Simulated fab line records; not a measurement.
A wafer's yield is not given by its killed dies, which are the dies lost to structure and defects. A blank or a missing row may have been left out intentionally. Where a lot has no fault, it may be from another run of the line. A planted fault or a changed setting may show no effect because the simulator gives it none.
fab line records	flow n5Finfet	part 1 of 2: steps 1 to 20 of 27
record: lots: 5	wafers: 15	lastDay: 18
route steps=1938 shown BEOL_M3@959
lots that met no fault: from a run of the same line without faults
startH: hours from the record's first day to the start of the lot's first wafer shown	waitH: hours since the lot's step before	" as in the row above	L1.1+2: one row covering several wafers at once	- either no value or no given start	* or withheld: withheld	< > ~ a bound
route shown NAME@n: NAME is a module with steps in the file, n the number in the route of the first one	usual: mean and standard deviation over wafers with no fault	same: alike in all rows	chamber/n: place in a boat	sites: readings site by site	_std_site: the standard deviation of these	_edge_site: mean of outer sites minus mean of inner sites	radiusMm: for every site, how far away it sits from the centre of the wafer	mask NAME#n: copy n	behind: the most recent tool/chamber to have shaped the wafer	hold: the reason the lot was held/the length of the hold in hours/how it ended	device: which transistor (n, p or np) failed to switch	end of line: the same wafers' tests at the end of the route	a step with no rows: only its recipe	killed: dies that structure and defects cost at the first sort, which is not the same as the wafer's yield	map: dies across one wafer; x = killed, . = not, _ = none there
set.NAME: setting as actually run; set.NAME@STEP: the setting as run at that earlier step	model.NAME: the simulator's own value behind a step, which no gauge read
certain route steps with their lots: each step a table, each wafer a row
services: a tool's chamber out of use, with start hour (startH, from the record's first day; less than 0 if before it), hours out, and reason
== steps ==
step: N5_BEOL_M3_COAT_76
recipe: resist: underlayer	tempC: 205	timeS: 60	spinRpm: 1500	resistThkNm: 5
lot.wafer	tool	chamber	startH	waitH
L075.4+5+6	lithoTrack-02	0	-	-
L086.2+4+6	lithoTrack-03	0	-	-
L090.1+2+4	lithoTrack-04	0	-	-
L095.1+3+5	lithoTrack-04	0	-	-
L096.2+3+4	lithoTrack-03	0	-	-
step: N5_BEOL_M3_COAT_22
recipe: resist: CAR-EUV	spinRpm: 1500	resistThkNm: 30
lot.wafer	tool	chamber	startH	waitH
L075.4+5+6	lithoTrack-02	0	-	-
L086.2+4+6	lithoTrack-03	0	-	-
L090.1+2+4	lithoTrack-04	0	-	-
L095.1+3+5	lithoTrack-04	0	-	-
L096.2+3+4	lithoTrack-03	0	-	-
step: N5_BEOL_M3_EBR_24
recipe: solvent: PGMEA	ebrWidthMm: 1.5
lot.wafer	tool	chamber	startH	waitH
L075.4+5+6	lithoTrack-02	0	-	-
L086.2+4+6	lithoTrack-03	0	-	-
L090.1+2+4	lithoTrack-04	0	-	-
L095.1+3+5	lithoTrack-04	0	-	-
L096.2+3+4	lithoTrack-03	0	-	-
step: N5_BEOL_M3_SOFTBAKE_23
recipe: tempC: 110	timeS: 60	resist: CAR-EUV
lot.wafer	tool	chamber	startH	waitH
L075.4+5+6	lithoTrack-02	0	-	-
L086.2+4+6	lithoTrack-03	0	-	-
L090.1+2+4	lithoTrack-04	0	-	-
L095.1+3+5	lithoTrack-04	0	-	-
L096.2+3+4	lithoTrack-03	0	-	-
step: N5_BEOL_M3_EXPOSE_25
recipe: maskId: V2	na: 0.33	sourceShape: quasar	sigmaInner: 0.2	sigmaOuter: 0.8	polarization: unpolarized	defocusNm: 5	doseMj: 63
lot.wafer	tool	chamber	startH	waitH	mask
L075.4+5+6	euvScanner-02	0	147.15	-	V2#0
L086.2+4+6	euvScanner-01	0	213.79	-	V2#0
L090.1+2+4	euvScanner-01	0	239.12	-	V2#0
L095.1+3+5	euvScanner-02	0	284.05	-	V2#0
L096.2+3+4	euvScanner-02	0	290.41	-	V2#0
step: N5_BEOL_M3_PEB_26
recipe: pebTempC: 100	pebTimeS: 60	resist: CAR-EUV
lot.wafer	tool	chamber	startH	waitH
L075.4+5+6	lithoTrack-02	0	147.21	0.0
L086.2+4+6	lithoTrack-02	0	213.86	0.1
L090.1+2+4	lithoTrack-04	0	239.20	0.1
L095.1+3+5	lithoTrack-02	0	284.12	0.1
L096.2+3+4	lithoTrack-03	0	290.48	0.1
step: N5_BEOL_M3_DEVELOP_27
recipe: developTimeS: 30	developer: TMAH	resist: CAR-EUV	rinseLiquid: surfactantRinse	dry: airSpin	devTempC: 23
same: developTimeS: 30
lot.wafer	tool	chamber	startH	waitH
L075.4+5+6	lithoTrack-02	0	-	-
L086.2+4+6	lithoTrack-02	0	-	-
L090.1+2+4	lithoTrack-04	0	-	-
L095.1+3+5	lithoTrack-02	0	-	-
L096.2+3+4	lithoTrack-03	0	-	-
step: N5_BEOL_M3_CD_MEAS_28
recipe: targetCdNm: 25.7	landingEnergyEv: 500	detector: seInlens	targetCdYNm: 23.3	polarity: opening
usual: cdNm: 25.69/0.22
lot.wafer	tool	chamber	startH	waitH	cdNm
L075.4	cdSem-01	0	147.27	-	25.55
L075.5	"	0	"	"	25.71
L075.6	"	0	"	"	25.67
L086.2	cdSem-02	0	213.93	-	25.89
L086.4	"	0	"	"	25.51
L086.6	"	0	"	"	25.72
L090.1	cdSem-02	0	239.27	-	25.78
L090.2	"	0	"	"	26.14
L090.4	"	0	"	"	25.67
L095.1	cdSem-02	0	284.19	-	25.39
L095.3	"	0	"	"	25.80
L095.5	"	0	"	"	25.83
L096.2	cdSem-02	0	290.55	-	25.79
L096.3	"	0	"	"	25.31
L096.4	"	0	"	"	25.64
step: N5_BEOL_M3_OVL_MEAS_29
recipe: pointsPerWafer: 522
usual: V2_OVL: -0.5/0.61
same: pointsPerWafer: 522
lot.wafer	tool	chamber	startH	waitH	V2_OVL[nm]
L075.4	overlay-01	0	147.32	0.0	0.3
L075.5	"	0	"	"	-0.2
L075.6	"	0	"	"	0.0
L086.2	overlay-01	0	213.96	0.0	-0.7
L086.4	"	0	"	"	-0.3
L086.6	"	0	"	"	-0.6
L090.1	overlay-01	0	239.30	0.0	0.2
L090.2	"	0	"	"	-0.1
L090.4	"	0	"	"	-0.3
L095.1	overlay-01	0	284.22	0.0	-1.1
L095.3	"	0	"	"	-0.6
L095.5	"	0	"	"	-1.0
L096.2	overlay-02	0	290.59	0.0	-0.4
L096.3	"	0	"	"	-0.5
L096.4	"	0	"	"	0.0
step: N5_BEOL_M3_INSPECT_30
recipe: mode: adi	inspectInstrument: brightfield
usual: rawDefectCount: 392/90
lot.wafer	tool	chamber	startH	waitH	rawDefectCount
L075.4	defectInspect-02	-	147.36	0.0	355
L075.5	"	-	"	"	383
L075.6	"	-	"	"	548
L086.2	defectInspect-02	-	214.01	0.0	469
L086.4	"	-	"	"	346
L086.6	"	-	"	"	338
L090.1	defectInspect-02	-	239.36	0.1	461
L090.2	"	-	"	"	329
L090.4	"	-	"	"	411
L095.1	defectInspect-01	-	284.28	0.1	396
L095.3	"	-	"	"	358
L095.5	"	-	"	"	488
L096.2	defectInspect-01	-	290.64	0.0	284
L096.3	"	-	"	"	327
L096.4	"	-	"	"	287
step: N5_BEOL_M3_DESCUM_33
recipe: chemistry: O2	timeS: 7	sourcePowerW: 50	biasPowerW: 20	pressureMtorr: 20	rfFrequencyHz: 2.712e+07	tempC: 40	resist: CAR-EUV	o2FlowSccm: 225
usual: drypumpMotorCurrentA: 5.6/0.37	oesProductAu: 0.76/0.072	rfVppV: 243.0/1.4	showerheadPlenumPTorr: 2.09/0.067	tempC: 40.00/0.13	throttleValvePct: 20.50/0.23
lot.wafer	tool	chamber	startH	waitH	drypumpMotorCurrentA	oesProductAu	rfHoursCounterH	rfVppV	showerheadPlenumPTorr	tempC	throttleValvePct
L075.4	rieDiel-06	1	147.48	0.1	5.7	0.74	142	241.3	2.02	40.05	20.65
L075.5	"	1	"	"	5.7	0.74	-	242.0	2.02	40.01	20.66
L075.6	"	0	"	"	5.7	0.70	-	244.0	2.15	39.80	20.31
L086.2	rieDiel-06	1	214.05	0.0	5.8	0.73	160	242.2	2.01	40.06	20.69
L086.4	"	2	"	"	6.0	0.70	-	243.8	2.16	39.97	20.52
L086.6	"	3	"	"	5.2	0.74	-	245.0	2.17	39.87	20.24
L090.1	rieDiel-05	2	239.39	0.0	5.1	0.85	67	243.8	2.11	40.09	20.29
L090.2	"	1	"	"	5.5	0.71	203	241.5	1.99	40.08	20.61
L090.4	"	3	"	"	5.6	0.81	104	242.2	2.03	39.76	20.22
L095.1	rieDiel-06	3	284.32	0.0	5.2	0.73	196	245.5	2.17	39.87	20.27
L095.3	"	0	"	"	5.8	0.93	17	243.8	2.14	40.11	20.00
L095.5	"	0	"	"	5.7	0.94	-	244.9	2.14	39.93	20.00
L096.2	rieDiel-05	3	291.43	0.8	5.6	0.79	122	241.6	2.02	40.01	20.25
L096.3	"	0	"	"	6.0	0.70	228	244.5	2.15	39.99	20.88
L096.4	"	2	"	"	5.1	0.83	79	243.5	2.11	40.19	20.31
step: N5_BEOL_M3_ETCH_77
recipe: chemistry: N2/H2	target: underlayer	targetDepthA: 65	maskMaterial: CAR-EUV	timeS: 5.2	ionEnergyEv: 200	pressureMtorr: 30	sourceW: 840	biasW: 150	n2FlowSccm: 200	h2FlowSccm: 200	ends: cleared
usual: biasW: 150.0/0.42	drypumpMotorCurrentA: 5.6/0.37	etchRfOnTimeS: 5.23/0.079	oesProductAu: 0.65/0.063	rfVppV: 523.7/2.7	showerheadPlenumPTorr: 2.54/0.084	throttleValvePct: 17.89/0.25
lot.wafer	tool	chamber	startH	waitH	biasW	drypumpMotorCurrentA	etchRfOnTimeS	oesProductAu	rfHoursCounterH	rfVppV	showerheadPlenumPTorr	throttleValvePct
L075.4	rieDiel-06	1	147.52	0.0	150.0	5.8	5.37	0.62	142	520.2	2.44	17.92
L075.5	"	1	"	"	150.0	5.8	5.32	0.63	-	522.2	2.44	17.90
L075.6	"	0	"	"	150.0	5.8	5.21	0.60	-	528.0	2.63	17.82
L086.2	rieDiel-06	1	214.08	0.0	149.4	5.8	5.29	0.61	160	518.6	2.43	17.94
L086.4	"	2	"	"	149.5	5.9	5.28	0.60	-	525.5	2.62	17.92
L086.6	"	3	"	"	149.7	5.2	5.21	0.64	-	527.2	2.64	17.62
L090.1	rieDiel-05	2	239.43	0.0	150.2	5.1	5.31	0.72	67	524.2	2.57	17.63
L090.2	"	1	"	"	149.9	5.5	5.26	0.59	203	521.4	2.41	18.07
L090.4	"	3	"	"	150.4	5.6	5.26	0.68	104	522.9	2.46	17.57
L095.1	rieDiel-06	3	284.36	0.0	150.1	5.2	5.21	0.62	196	527.3	2.63	17.67
L095.3	"	0	"	"	149.9	5.7	5.03	0.81	17	524.6	2.61	17.48
L095.5	"	0	"	"	149.8	5.8	5.04	0.81	-	525.4	2.61	17.45
L096.2	rieDiel-05	3	291.46	0.0	149.9	5.7	5.25	0.68	122	523.0	2.45	17.61
L096.3	"	0	"	"	150.2	6.0	5.32	0.60	228	527.1	2.61	18.33
L096.4	"	2	"	"	150.2	5.1	5.28	0.69	79	524.0	2.56	17.66
step: N5_BEOL_M3_ETCH_69
recipe: chemistry: CF4	target: SiARC	targetDepthA: 156	maskMaterial: CAR-EUV	timeS: 26	ionEnergyEv: 80	pressureMtorr: 40	sourceW: 545	biasW: 36	Ar_flow_sccm: 100	cf4FlowSccm: 100	ends: cleared
usual: biasW: 36.01/0.1	drypumpMotorCurrentA: 5.6/0.37	etchRfOnTimeS: 26.1/0.43	oesProductAu: 0.65/0.063	rfVppV: 184.0/1.2	showerheadPlenumPTorr: 2.14/0.068	throttleValvePct: 15.70/0.22
lot.wafer	tool	chamber	startH	waitH	biasW	drypumpMotorCurrentA	etchRfOnTimeS	oesProductAu	rfHoursCounterH	rfVppV	showerheadPlenumPTorr	throttleValvePct
L075.4	rieDiel-06	1	147.53	0.0	35.89	5.8	26.7	0.63	142	182.8	2.06	15.78
L075.5	"	1	"	"	35.91	5.8	26.6	0.63	-	183.9	2.06	15.75
L075.6	"	0	"	"	35.85	5.8	26.0	0.60	-	183.5	2.20	15.55
L086.2	rieDiel-06	1	214.10	0.0	36.11	5.7	26.3	0.62	160	182.5	2.05	15.82
L086.4	"	2	"	"	36.05	5.9	26.2	0.60	-	187.0	2.21	15.77
L086.6	"	3	"	"	35.96	5.2	25.9	0.64	-	185.1	2.22	15.51
L090.1	rieDiel-05	2	239.44	0.0	36.15	5.1	25.9	0.72	67	184.9	2.17	15.54
L090.2	"	1	"	"	36.06	5.5	25.7	0.60	203	182.2	2.04	15.78
L090.4	"	3	"	"	36.03	5.7	26.2	0.69	104	183.9	2.07	15.39
L095.1	rieDiel-06	3	284.37	0.0	35.83	5.2	26.1	0.62	196	186.5	2.21	15.57
L095.3	"	0	"	"	36.22	5.7	25.3	0.81	17	185.3	2.18	15.15
L095.5	"	0	"	"	36.07	5.7	25.2	0.81	-	184.6	2.18	15.15
L096.2	rieDiel-05	3	291.48	0.0	35.99	5.6	25.9	0.68	122	183.5	2.07	15.42
L096.3	"	0	"	"	36.05	6.0	26.9	0.59	228	185.0	2.20	16.11
L096.4	"	2	"	"	36.08	5.1	26.1	0.70	79	184.9	2.16	15.57
step: N5_BEOL_M3_ALD_98
recipe: material: SiO2	targetThkA: 25	tempC: 100	aldPrecursorFamily: BDEAS	aldCoReactant: O2-plasma	pulseTimeS: 1	coReactantPulseTimeS: 1	purgeTimeS: 2	coReactantPurgeTimeS: 2	aldCycles: 17	pressureTorr: 2
usual: heaterPowerW: 80/7.8	precursorPulseHeightRel: 1.004/0.021	susceptorTempC: 99.99/0.13
same: pulseTimeS: 1
lot.wafer	tool	chamber	startH	waitH	heaterPowerW	precursorPulseHeightRel	susceptorTempC
L075.4	aldSin-01	2	147.66	0.1	67	0.994	100.19
L075.5	"	2	"	"	68	1.039	100.08
L075.6	"	1	"	"	93	0.965	100.00
L086.2	aldSin-01	0	214.18	0.1	92	1.012	99.67
L086.4	"	3	"	"	72	1.061	100.04
L086.6	"	2	"	"	66	1.034	99.85
L090.1	aldSin-01	2	239.53	0.1	66	0.996	99.98
L090.2	"	0	"	"	91	1.017	100.01
L090.4	"	1	"	"	95	1.011	99.85
L095.1	aldSin-01	0	284.46	0.1	92	1.022	100.07
L095.3	"	2	"	"	68	1.008	100.00
L095.5	"	3	"	"	70	0.987	100.01
L096.2	aldSin-03	0	291.56	0.1	81	1.010	99.85
L096.3	"	1	"	"	79	0.986	99.78
L096.4	"	3	"	"	78	0.969	100.06
step: N5_BEOL_M3_ETCHBACK_99
recipe: chemistry: CHF3	target: SiO2	targetDepthA: 50	timeS: 10.4	sourceW: 215	biasW: 47	Ar_flow_sccm: 200	CHF3_flow_sccm: 12	ionEnergyEv: 100	pressureMtorr: 30
usual: biasW: 47.01/0.14	drypumpMotorCurrentA: 5.7/0.38	oesProductAu: 0.76/0.084	rfVppV: 242/3.1	showerheadPlenumPTorr: 2.17/0.07	throttleValvePct: 17.12/0.21
lot.wafer	tool	chamber	startH	waitH	biasW	drypumpMotorCurrentA	oesProductAu	rfHoursCounterH	rfVppV	showerheadPlenumPTorr	throttleValvePct
L075.4	rieDiel-06	0	147.83	0.1	47.24	5.7	0.70	232	243	2.21	17.00
L075.5	"	0	"	"	47.14	5.7	0.70	-	242	2.21	17.00
L075.6	"	1	"	"	47.01	5.7	0.74	-	239	2.06	17.24
L086.2	rieDiel-05	2	214.96	0.7	47.01	5.1	0.85	61	239	2.18	16.98
L086.4	"	3	"	"	47.19	5.6	0.82	96	240	2.07	16.78
L086.6	"	2	"	"	47.11	5.1	0.86	-	238	2.18	16.98
L090.1	rieDiel-06	3	243.32	3.7	47.36	5.2	0.74	184	246	2.23	16.97
L090.2	"	2	"	"	46.96	5.9	0.69	223	245	2.22	17.24
L090.4	"	1	"	"	46.90	5.8	0.71	170	238	2.05	17.27
L095.1	rieDiel-06	3	286.92	2.4	46.91	5.2	0.72	196	245	2.23	16.99
L095.3	"	0	"	"	46.99	5.7	0.93	17	243	2.20	16.65
L095.5	"	3	"	"	47.07	5.2	0.73	-	244	2.23	16.99
L096.2	rieDiel-06	3	297.32	5.7	46.99	5.2	0.72	201	242	2.23	17.01
L096.3	"	0	"	"	47.31	5.7	0.92	22	242	2.20	16.66
L096.4	"	1	"	"	47.01	5.8	0.70	187	238	2.05	17.30
step: N5_BEOL_M3_ETCH_70
recipe: chemistry: N2/H2	target: SOC	targetDepthA: 800	overetchA: 160	maskMaterial: SiARC	tempC: 40	timeS: 120	ionEnergyEv: 200	pressureMtorr: 30	sourceW: 840	biasW: 150	n2FlowSccm: 200	h2FlowSccm: 200
usual: biasW: 150.1/0.42	drypumpMotorCurrentA: 5.7/0.38	oesProductAu: 0.58/0.061	rfVppV: 524.3/2.3	showerheadPlenumPTorr: 2.56/0.081	tempC: 40.01/0.11	throttleValvePct: 17.81/0.22
lot.wafer	tool	chamber	startH	waitH	biasW	drypumpMotorCurrentA	oesProductAu	rfHoursCounterH	rfVppV	showerheadPlenumPTorr	tempC	throttleValvePct
L075.4	rieDiel-06	0	147.87	0.0	150.3	5.7	0.55	232	525.8	2.63	40.08	17.78
L075.5	"	0	"	"	149.8	5.7	0.54	-	527.4	2.63	40.05	17.76
L075.6	"	1	"	"	149.8	5.8	0.57	-	521.0	2.44	40.16	17.89
L086.2	rieDiel-05	2	215.00	0.0	149.8	5.1	0.65	61	524.9	2.57	39.80	17.60
L086.4	"	3	"	"	150.1	5.7	0.64	96	522.8	2.46	40.12	17.52
L086.6	"	2	"	"	149.8	5.1	0.65	-	524.3	2.57	39.75	17.59
L090.1	rieDiel-06	3	243.36	0.0	150.2	5.2	0.57	184	527.3	2.63	39.96	17.61
L090.2	"	2	"	"	150.0	6.0	0.55	223	526.3	2.62	39.89	17.89
L090.4	"	1	"	"	150.1	5.8	0.55	170	520.3	2.43	39.95	17.94
L095.1	rieDiel-06	3	286.96	0.0	151.0	5.2	0.56	196	526.3	2.63	40.11	17.62
L095.3	"	0	"	"	150.2	5.7	0.71	17	525.1	2.61	40.06	17.42
L095.5	"	3	"	"	150.2	5.2	0.56	-	527.7	2.63	40.15	17.62
L096.2	rieDiel-06	3	297.35	0.0	150.2	5.2	0.56	201	525.3	2.63	40.04	17.62
L096.3	"	0	"	"	149.7	5.7	0.70	22	526.3	2.61	40.07	17.45
L096.4	"	1	"	"	149.3	5.7	0.55	187	520.9	2.42	40.05	17.94
step: N5_BEOL_M3_STRIP_71
recipe: chemistry: N2/H2	tempC: 40	n2FlowSccm: 200	h2FlowSccm: 200	rfFrequencyHz: 6e+07
lot.wafer	tool	chamber	startH	waitH
L075.4+5+6	rieDiel-06	0,0,1	147.95	0.0
L086.2+4+6	rieDiel-05	2,3,2	215.08	0.0
L090.1+2+4	rieDiel-06	3,2,1	243.44	0.0
L095.1+3+5	rieDiel-06	3,0,3	287.04	0.0
L096.2+3+4	rieDiel-06	3,0,1	297.43	0.0
step: N5_BEOL_M3_STRIP_78
recipe: chemistry: N2/H2	tempC: 40	n2FlowSccm: 200	h2FlowSccm: 200	rfFrequencyHz: 6e+07
lot.wafer	tool	chamber	startH	waitH
L075.4+5+6	rieDiel-06	0,0,1	147.96	0.0
L086.2+4+6	rieDiel-05	2,3,2	215.09	0.0
L090.1+2+4	rieDiel-06	3,2,1	243.45	0.0
L095.1+3+5	rieDiel-06	3,0,3	287.05	0.0
L096.2+3+4	rieDiel-06	3,0,1	297.44	0.0
step: N5_BEOL_M3_VIA_ETCH_34
recipe: chemistry: C4F6/O2	targetDepthA: 694	maskMaterial: SOC	pressureMtorr: 15	ionEnergyEv: 250	taperDeg: 4	timeS: 65.9	sourceW: 350	biasW: 170	Ar_flow_sccm: 300	C4F6_flow_sccm: 10	O2_flow_sccm: 10
usual: biasW: 170.0/0.53	drypumpMotorCurrentA: 5.7/0.38	oesProductAu: 0.76/0.084	rfVppV: 669/8.1	showerheadPlenumPTorr: 2.86/0.089	throttleValvePct: 30.74/0.24
lot.wafer	tool	chamber	startH	waitH	biasW	drypumpMotorCurrentA	oesProductAu	rfHoursCounterH	rfVppV	showerheadPlenumPTorr	throttleValvePct
L075.4	rieDiel-06	0	147.97	0.0	170.2	5.7	0.71	232	671	2.92	30.54
L075.5	"	0	"	"	170.5	5.7	0.70	-	673	2.92	30.55
L075.6	"	1	"	"	170.0	5.8	0.73	-	659	2.73	30.83
L086.2	rieDiel-05	2	215.10	0.0	170.7	5.1	0.85	61	662	2.88	30.61
L086.4	"	3	"	"	169.7	5.7	0.81	96	662	2.74	30.39
L086.6	"	2	"	"	170.2	5.1	0.84	-	661	2.88	30.62
L090.1	rieDiel-06	3	243.46	0.0	170.3	5.2	0.73	184	673	2.94	30.45
L090.2	"	2	"	"	168.6	6.0	0.69	223	678	2.93	30.83
L090.4	"	1	"	"	170.0	5.8	0.71	170	659	2.72	30.87
L095.1	rieDiel-06	3	287.06	0.0	170.2	5.2	0.72	196	675	2.94	30.44
L095.3	"	0	"	"	169.5	5.7	0.94	17	673	2.90	30.38
L095.5	"	3	"	"	168.8	5.2	0.73	-	676	2.94	30.46
L096.2	rieDiel-06	3	297.45	0.0	170.4	5.2	0.72	201	674	2.94	30.47
L096.3	"	0	"	"	170.5	5.7	0.93	22	672	2.90	30.42
L096.4	"	1	"	"	169.6	5.8	0.71	187	659	2.71	30.88
step: N5_BEOL_M3_STRIP_83
recipe: chemistry: C4F6/O2	resist: SiARC	rfFrequencyHz: 6e+07
lot.wafer	tool	chamber	startH	waitH
L075.4+5+6	rieDiel-06	0,0,1	148.02	0.0
L086.2+4+6	rieDiel-05	2,3,2	215.15	0.0
L090.1+2+4	rieDiel-06	3,2,1	243.51	0.0
L095.1+3+5	rieDiel-06	3,0,3	287.11	0.0
L096.2+3+4	rieDiel-06	3,0,1	297.50	0.0
